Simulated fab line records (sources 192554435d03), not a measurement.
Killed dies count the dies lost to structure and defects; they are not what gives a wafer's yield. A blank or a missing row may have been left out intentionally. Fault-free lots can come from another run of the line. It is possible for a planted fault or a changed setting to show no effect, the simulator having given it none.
Matching of chambers -- flow n5 finfet -- N5_BEOL_M9_STRIP_36 on rie diel-02: 4 sister chambers
The step strips in N2/H2. 4 wafers are shown with their chamber, then 10 later ones without.

== WAFERS, EACH WITH ITS CHAMBER ==
wafer,chamber,showerhead plenum p Torr (Torr)
L082.3,2,2.71
L084.4,1,2.40
L090.1,0,2.56
L090.3,3,2.41

== WAFERS MISSING THEIR CHAMBER ==
wafer,showerhead plenum p Torr (Torr)
L090.5,2.70
L092.1,2.39
L092.3,2.70
L092.4,2.56
L093.1,2.56
L093.5,2.41
L093.6,2.70
L094.2,2.70
L094.3,2.56
L094.5,2.70

== WHICH CHAMBER EACH ONE RAN IN ==
wafer,from the rows above,in truth
L090.5,2,2
L092.1,can't be placed: 1 or 3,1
L092.3,2,2
L092.4,0,0
L093.1,0,0
L093.5,can't be placed: 3 or 1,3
L093.6,2,2
L094.2,2,2
L094.3,0,0
L094.5,2,2
Placed correctly: 8 of 10. Cannot be placed on the basis of these rows: 2; the candidates contain the true chamber in 2. Number placed wrongly: 0.
How it was worked out, from the rows above alone: a wafer's distance from a chamber is the root of the sum, over the readings, of the square of ((its reading less the chamber's mean) divided by the reading's scatter). If the next closest chamber is less than 2 further off than the closest, the wafer can't be placed; otherwise it belongs to the closest. A chamber's mean is the mean of its shown wafers. The scatter: root of mean squared gap, hidden wafer to nearest shown wafer, with one shown wafer a chamber.
